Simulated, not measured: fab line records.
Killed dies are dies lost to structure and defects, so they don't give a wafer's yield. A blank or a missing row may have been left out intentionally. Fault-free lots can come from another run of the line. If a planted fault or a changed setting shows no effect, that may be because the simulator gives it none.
Chamber matching + flow n5Finfet + 4 sister chambers for N5_BEOL_M10_ALD_74 on aldMetal-04
The step deposits TaN, target thk 2 nm, pulse time 2 s, purge time 3 s. 8 wafers are shown with their chamber, then 10 later ones without.

== WAFERS PAIRED WITH THEIR CHAMBERS ==
| wafer  | chamber | heaterPowerW (W) | mfcCarrierSccm (sccm) |
|--------|---------|------------------|-----------------------|
| L077.6 | 2       | 420              | 1503                  |
| L083.3 | 2       | 415              | 1502                  |
| L085.1 | 1       | 340              | 1500                  |
| L085.3 | 3       | 460              | 1497                  |
| L084.2 | 1       | 337              | 1505                  |
| L084.4 | 3       | 472              | 1518                  |
| L088.3 | 0       | 403              | 1498                  |
| L088.5 | 0       | 416              | 1505                  |

== WAFERS MISSING THEIR CHAMBER ==
| wafer  | heaterPowerW (W) | mfcCarrierSccm (sccm) |
|--------|------------------|-----------------------|
| L088.6 | 460              | 1499                  |
| L089.2 | 472              | 1500                  |
| L089.4 | 414              | 1500                  |
| L089.6 | 412              | 1492                  |
| L091.1 | 342              | 1497                  |
| L091.2 | 427              | 1499                  |
| L091.4 | 418              | 1493                  |
| L095.2 | 469              | 1499                  |
| L095.3 | 441              | 1505                  |
| L095.5 | 483              | 1497                  |

== EACH ONE'S CHAMBER ==
| wafer  | from the rows above          | in truth |
|--------|------------------------------|----------|
| L088.6 | 3                            | 3        |
| L089.2 | 3                            | 3        |
| L089.4 | can't be placed: 2 or 0      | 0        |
| L089.6 | can't be placed: 0 or 2      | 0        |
| L091.1 | 1                            | 1        |
| L091.2 | can't be placed: 2 or 0      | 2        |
| L091.4 | can't be placed: 2 or 0      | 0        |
| L095.2 | 3                            | 3        |
| L095.3 | can't be placed: 2 or 3 or 0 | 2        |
| L095.5 | 3                            | 3        |
Correctly placed: 5 of 10. These rows do not allow placing 5 (true chamber among the candidates in 5). 0 placed wrongly.
How it was worked out, from the rows above alone: a wafer's distance from a chamber is the root of the sum, over the readings, of the square of ((its reading less the chamber's mean) divided by the reading's scatter). If the next closest chamber is less than 2 further off than the closest, the wafer can't be placed; otherwise it belongs to the closest. Each chamber's mean is taken over the wafers shown for it. The scatter: the root of (the sum of the squares of (reading less its chamber's mean) over the shown wafers, divided by (wafers less chambers)).
